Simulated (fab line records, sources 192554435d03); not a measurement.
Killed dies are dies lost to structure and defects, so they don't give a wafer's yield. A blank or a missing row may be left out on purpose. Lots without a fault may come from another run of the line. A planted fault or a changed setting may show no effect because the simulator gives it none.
Which tool did it? | flow n5_finfet | 9 lots, 27 wafers sampled, at 7 steps of a route of 1938

WHAT THE GAUGES READ, wafer by wafer
N5_BEOL_M6_OCD_MEAS_38. Usual: trench_depth_nm 94.8 nm, standard deviation 1.5.
lot  | measured     | on     | trench_depth_nm (nm) | flag
L338 | day 8 10:59  | ocd-02 | 98.9 94.9 92.7       |
L345 | day 10 04:34 | ocd-01 | 94.9 95.1 95.3       |
L344 | day 10 06:44 | ocd-02 | 95.1 95.8 94.8       |
L350 | day 11 17:55 | ocd-01 | 95.0 93.7 94.6       |
L351 | day 12 02:16 | ocd-01 | 94.3 95.8 94.9       |
L354 | day 12 20:02 | ocd-02 | 105.8 104.5 105.0    | OFF
L356 | day 12 20:04 | ocd-01 | 94.6 94.3 93.3       |
L358 | day 13 13:08 | ocd-02 | 103.2 104.5 104.3    | OFF
L359 | day 13 18:19 | ocd-02 | 95.9 93.2 94.2       |

N5_BEOL_M6_THK_MEAS_53: measures by xrf. Usual: M6_THK 79.7 nm, standard deviation 2.
lot  | measured     | on            | M6_THK (nm)    | flag
L338 | day 8 13:53  | film_metro-01 | 84.9 82.9 77.8 |
L345 | day 10 06:58 | film_metro-01 | 81.3 81.6 80.9 |
L344 | day 10 09:08 | film_metro-02 | 81.3 80.6 78.9 |
L350 | day 11 21:03 | film_metro-01 | 81.1 78.7 81.6 |
L351 | day 12 04:41 | film_metro-02 | 79.3 80.8 80.3 |
L354 | day 12 23:50 | film_metro-02 | 91.8 87.9 89.1 | OFF
L356 | day 12 23:52 | film_metro-02 | 79.1 79.5 77.8 |
L358 | day 13 15:19 | film_metro-02 | 87.6 90.7 90.6 | OFF
L359 | day 13 20:22 | film_metro-01 | 81.6 78.7 77.3 |

N5_BEOL_M6_RS_MEAS_57: measures by four-point-probe. Usual: M6_RS 0.285 ohm/sq, standard deviation 0.0082.
lot  | measured     | on            | M6_RS (ohm/sq)    | flag
L338 | day 8 14:01  | film_metro-02 | 0.265 0.275 0.296 |
L345 | day 10 07:06 | film_metro-02 | 0.279 0.277 0.280 |
L344 | day 10 09:17 | film_metro-02 | 0.279 0.282 0.287 |
L350 | day 11 21:11 | film_metro-01 | 0.284 0.294 0.280 |
L351 | day 12 04:49 | film_metro-02 | 0.284 0.278 0.280 |
L354 | day 12 23:58 | film_metro-02 | 0.239 0.250 0.247 | OFF
L356 | day 13 00:01 | film_metro-02 | 0.284 0.284 0.290 |
L358 | day 13 15:27 | film_metro-02 | 0.255 0.245 0.246 | OFF
L359 | day 13 20:30 | film_metro-02 | 0.278 0.291 0.295 |

WHICH TOOL RAN EACH LOT (tool, then ch and the chambers of the sampled wafers, then the start)
lot  | N5_BEOL_M6_ETCH_66                 | N5_BEOL_M6_TRENCH_ETCH_37          | N5_BEOL_M6_STRIP_80                           | N5_BEOL_M6_PRE_CLEAN_45
L338 | rie_diel-05 ch 0,1,3, day 8 10:38  | rie_diel-05 ch 0,1,3, day 8 10:50  | rie_diel-05 ch 0,1,3, day 8 10:59 or earlier  | pvd_sputter-01, day 8 12:04
L345 | rie_diel-03 ch 2,3, day 10 04:13   | rie_diel-03 ch 2,3, day 10 04:24   | rie_diel-03 ch 2,3, day 10 04:34 or earlier   | pvd_sputter-03, day 10 05:11
L344 | rie_diel-03 ch 0,2, day 10 06:23   | rie_diel-03 ch 0,2, day 10 06:35   | rie_diel-03 ch 0,2, day 10 06:44 or earlier   | pvd_sputter-01, day 10 07:46
L350 | rie_diel-06 ch 0,2, day 11 17:34   | rie_diel-06 ch 0,2, day 11 17:46   | rie_diel-06 ch 0,2, day 11 17:55 or earlier   | pvd_sputter-03, day 11 18:28
L351 | rie_diel-03 ch 0,1, day 12 01:55   | rie_diel-03 ch 0,1, day 12 02:07   | rie_diel-03 ch 0,1, day 12 02:16 or earlier   | pvd_sputter-02, day 12 03:09
L354 | rie_diel-03 ch 0,1,2, day 12 19:41 | rie_diel-03 ch 0,1,2, day 12 19:53 | rie_diel-03 ch 0,1,2, day 12 20:02 or earlier | pvd_sputter-01, day 12 22:14
L356 | rie_diel-05 ch 0,1,2, day 12 19:43 | rie_diel-05 ch 0,1,2, day 12 19:55 | rie_diel-05 ch 0,1,2, day 12 20:04 or earlier | pvd_sputter-01, day 12 22:23
L358 | rie_diel-03 ch 0,1,2, day 13 12:47 | rie_diel-03 ch 0,1,2, day 13 12:59 | rie_diel-03 ch 0,1,2, day 13 13:08 or earlier | pvd_sputter-02, day 13 13:43
L359 | rie_diel-05 ch 0,1,2, day 13 17:58 | rie_diel-05 ch 0,1,2, day 13 18:10 | rie_diel-05 ch 0,1,2, day 13 18:19 or earlier | pvd_sputter-02, day 13 18:57
- N5_BEOL_M6_ETCH_66: etches SOC in N2/H2, target depth 80 nm, overetch 16 nm, time 120 s.
- N5_BEOL_M6_TRENCH_ETCH_37: etches SiCOH lowk in C4F6/O2, target depth 94.435 nm, time 31.5 s.
- N5_BEOL_M6_STRIP_80: strips in N2/H2, time 10 s.
- N5_BEOL_M6_PRE_CLEAN_45: time 30 s.

WHAT THE TOOLS THEMSELVES READ (means of the sampled wafers that have a number; where no wafer has one, the mark that the record gives instead)
N5_BEOL_M6_ETCH_66. Usual: drypump_motor_current_A 5.7 A, standard deviation 0.42; oes_product_au 0.61 a.u., standard deviation 0.066; rf_fwd_power_W 835.7 W, standard deviation 2.8; rf_vpp_V 523.5 V, standard deviation 2.7; showerhead_plenum_p_Torr 2.52 Torr, standard deviation 0.094; throttle_valve_pct 17.76 %, standard deviation 0.19.
lot  | tool        | drypump_motor_current_A (A) | oes_product_au (a.u.) | rf_fwd_power_W (W) | rf_vpp_V (V) | showerhead_plenum_p_Torr (Torr) | throttle_valve_pct (%) | flag
L338 | rie_diel-05 | 5.4                         | 0.60                  | 837.2              | 523.5        | 2.51                            | 17.86                  |
L345 | rie_diel-03 | 6.0                         | 0.59                  | 835.6              | 520.4        | 2.45                            | 17.90                  |
L344 | rie_diel-03 | 6.2                         | 0.57                  | 837.3              | 521.3        | 2.44                            | 17.90                  |
L350 | rie_diel-06 | 5.3                         | 0.72                  | 835.0              | 527.3        | 2.64                            | 17.60                  |
L351 | rie_diel-03 | 5.8                         | 0.62                  | 837.5              | 523.2        | 2.49                            | 17.78                  |
L354 | rie_diel-03 | 5.9                         | 0.60                  | 836.7              | 522.1        | 2.48                            | 17.89                  |
L356 | rie_diel-05 | 5.5                         | 0.54                  | 836.8              | 523.5        | 2.54                            | 17.80                  |
L358 | rie_diel-03 | 5.9                         | 0.60                  | 836.6              | 521.9        | 2.48                            | 17.91                  |
L359 | rie_diel-05 | 5.5                         | 0.54                  | 837.9              | 524.7        | 2.54                            | 17.81                  |

N5_BEOL_M6_TRENCH_ETCH_37. Usual: drypump_motor_current_A 5.7 A, standard deviation 0.42; oes_f_703_au 0.80 a.u., standard deviation 0.077; oes_o_777_au 0.80 a.u., standard deviation 0.081; oes_product_au 0.79 a.u., standard deviation 0.088; rf_fwd_power_W 340.5 W, standard deviation 1.5; rf_vpp_V 667 V, standard deviation 12; showerhead_plenum_p_Torr 2.83 Torr, standard deviation 0.093; throttle_valve_pct 20.89 %, standard deviation 0.17.
lot  | tool        | drypump_motor_current_A (A) | oes_f_703_au (a.u.) | oes_o_777_au (a.u.) | oes_product_au (a.u.) | rf_fwd_power_W (W) | rf_vpp_V (V) | showerhead_plenum_p_Torr (Torr) | throttle_valve_pct (%) | flag
L338 | rie_diel-05 | 5.4                         | 0.79                | 0.79                | 0.79                  | 341.7              | 661          | 2.82                            | 20.98                  |
L345 | rie_diel-03 | 6.0                         | 0.78                | 0.77                | 0.77                  | 341.8              | 666          | 2.74                            | 20.93                  |
L344 | rie_diel-03 | 6.2                         | 0.78                | 0.77                | 0.75                  | 341.7              | 662          | 2.73                            | 20.99                  |
L350 | rie_diel-06 | 5.2                         | 0.91                | 0.94                | 0.94                  | 338.7              | 673          | 2.94                            | 20.73                  |
L351 | rie_diel-03 | 5.8                         | 0.83                | 0.84                | 0.82                  | 340.9              | 671          | 2.80                            | 21.01                  |
L354 | rie_diel-03 | 5.8                         | 1.04                | 1.01                | 0.84                  | 423.9              | 601          | 2.78                            | 21.02                  | OFF
L356 | rie_diel-05 | 5.5                         | 0.72                | 0.71                | 0.70                  | 340.8              | 664          | 2.86                            | 20.92                  |
L358 | rie_diel-03 | 5.9                         | 1.03                | 1.01                | 0.83                  | 425.3              | 602          | 2.78                            | 21.02                  | OFF
L359 | rie_diel-05 | 5.5                         | 0.71                | 0.71                | 0.70                  | 341.6              | 664          | 2.85                            | 20.94                  |

N5_BEOL_M6_STRIP_80. Usual: drypump_motor_current_A 5.7 A, standard deviation 0.42; oes_product_au 0.79 a.u., standard deviation 0.091; rf_vpp_V 59.1 V, standard deviation 0.9; showerhead_plenum_p_Torr 2.52 Torr, standard deviation 0.094; throttle_valve_pct 23.55 %, standard deviation 0.25.
lot  | tool        | drypump_motor_current_A (A) | oes_product_au (a.u.) | rf_vpp_V (V) | showerhead_plenum_p_Torr (Torr) | throttle_valve_pct (%) | flag
L338 | rie_diel-05 | 5.4                         | 0.78                  | 59.7         | 2.51                            | 23.69                  |
L345 | rie_diel-03 | 6.0                         | 0.77                  | 59.0         | 2.44                            | 23.77                  |
L344 | rie_diel-03 | 6.2                         | 0.74                  | 57.5         | 2.43                            | 23.72                  |
L350 | rie_diel-06 | 5.3                         | 0.94                  | 59.5         | 2.64                            | 23.47                  |
L351 | rie_diel-03 | 5.8                         | 0.82                  | 59.0         | 2.48                            | 23.58                  |
L354 | rie_diel-03 | 5.9                         | 0.79                  | 60.3         | 2.48                            | 23.74                  |
L356 | rie_diel-05 | 5.5                         | 0.71                  | 59.4         | 2.54                            | 23.53                  |
L358 | rie_diel-03 | 5.9                         | 0.78                  | 58.9         | 2.48                            | 23.75                  |
L359 | rie_diel-05 | 5.5                         | 0.69                  | 59.2         | 2.53                            | 23.54                  |

N5_BEOL_M6_PRE_CLEAN_45. Usual: heater_power_w 372 W, standard deviation 46.
lot  | tool           | heater_power_w (W) | flag
L338 | pvd_sputter-01 | 390                |
L345 | pvd_sputter-03 | 319                |
L344 | pvd_sputter-01 | 375                |
L350 | pvd_sputter-03 | 364                |
L351 | pvd_sputter-02 | 364                |
L354 | pvd_sputter-01 | 372                |
L356 | pvd_sputter-01 | 374                |
L358 | pvd_sputter-02 | 376                |
L359 | pvd_sputter-02 | 403                |

THE ANSWER, worked out from the rows above alone
Rule: a lot is off if the mean of its wafers that have a number lies more than 3 standard deviations from the usual mean. A lot without any number at a reading at which 4 lots or more have one is off too. The other lots that the step has rows for count as sound. The gauges are gone through in route order, then the tools' own readings, and for those a lot's mean is taken as printed above. The first step at which some lot is off is used, and at that step the reading that is off furthest; a lot without a number counts as furthest.
Off: L354, L358, at N5_BEOL_M6_OCD_MEAS_38 (trench_depth_nm).
A tool fits if, at a process step before that reading, it ran every lot that is off, and no sound lot after the first of them. The gauges at N5_BEOL_M6_OCD_MEAS_38 aren't tried: what is off there is off at N5_BEOL_M6_THK_MEAS_53 too, on other tools, and a gauge's error can't cause that. N5_BEOL_M6_STRIP_80 gives no start for some lots, so the hours and the order of its lots are those of N5_BEOL_M6_OCD_MEAS_38. One fits: rie_diel-03 at N5_BEOL_M6_ETCH_66 and N5_BEOL_M6_TRENCH_ETCH_37 and N5_BEOL_M6_STRIP_80. At N5_BEOL_M6_ETCH_66 its last sound lot is L351 (day 12 01:55), its first lot that is off L354 (day 12 19:41): a fault that began between those two fits.

WHAT THE SIMULATOR HAD PUT IN
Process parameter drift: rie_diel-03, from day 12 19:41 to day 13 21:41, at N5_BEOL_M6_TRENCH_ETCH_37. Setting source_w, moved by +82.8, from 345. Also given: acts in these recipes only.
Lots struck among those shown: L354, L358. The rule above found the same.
